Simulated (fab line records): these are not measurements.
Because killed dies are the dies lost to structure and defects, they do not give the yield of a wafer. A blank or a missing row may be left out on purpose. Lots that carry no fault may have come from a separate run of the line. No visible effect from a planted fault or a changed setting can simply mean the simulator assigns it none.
Chamber matching    flow n5-finfet    pecvd-03 running N5_BEOL_M8_ILD_DEP_00: 3 sister chambers
The step deposits SiCOH lowk from DEMS/porogen, target thk 179.75 nm, time 33.4 s. 14 wafers are shown with their chamber, then 7 later ones without.

EACH WAFER AND ITS CHAMBER
wafer   chamber  throttle-valve-pct (%)  heater-power-w (W)  showerhead-plenum-p-Torr (Torr)
L074.1  1        14.0                    395                 5.750
L074.2  0        12.3                    361                 5.747
L074.3  2        13.9                    339                 5.746
L079.1  2        13.9                    377                 5.774
L079.2  1        13.9                    465                 5.732
L079.3  0        12.1                    324                 5.734
L086.2  1        14.0                    445                 5.730
L086.5  1        13.9                    437                 5.730
L086.6  2        14.4                    386                 5.750
L085.3  1        14.0                    426                 5.736
L085.4  0        12.4                    342                 5.746
L085.5  1        14.1                    431                 5.733
L088.1  2        14.2                    315                 5.751
L088.3  1        14.0                    436                 5.744

SIGNATURES, as means of the wafers listed above
reading                   chamber 0  chamber 1  chamber 2  scatter within a chamber
throttle-valve-pct        12.267     13.986     14.100     0.152
heater-power-w            342.33     433.57     354.25     24.6
showerhead-plenum-p-Torr  5.74233    5.73643    5.75525    0.00926
Rule: a wafer lies at a distance from a chamber equal to the root of the sum of squares, over the readings, of (its reading less the chamber's mean, divided by the reading's scatter). The wafer belongs to the nearest chamber; if the next one is less than 2 further off, it can't be placed. The scatter is the square root of a quotient: the sum, over the shown wafers, of each reading's squared deviation from its chamber's mean, divided by wafers minus chambers.

WAFERS WITH NO CHAMBER GIVEN
wafer   throttle-valve-pct (%)  heater-power-w (W)  showerhead-plenum-p-Torr (Torr)
L088.4  14.1                    451                 5.734
L092.1  12.4                    366                 5.731
L092.2  13.9                    385                 5.739
L092.3  13.9                    369                 5.755
L096.2  14.3                    426                 5.746
L096.4  12.4                    348                 5.723
L096.6  14.1                    438                 5.741

THE CHAMBER EACH PASSED THROUGH
wafer   from the rows above      in truth
L088.4  1                        1
L092.1  0                        0
L092.2  can't be placed: 1 or 2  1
L092.3  can't be placed: 2 or 1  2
L096.2  can't be placed: 1 or 2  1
L096.4  0                        0
L096.6  1                        1
Correct placement for 4 of the 7. From these rows, 3 cannot be placed; in 3 the true chamber is one of the candidates. Placed wrongly: 0.
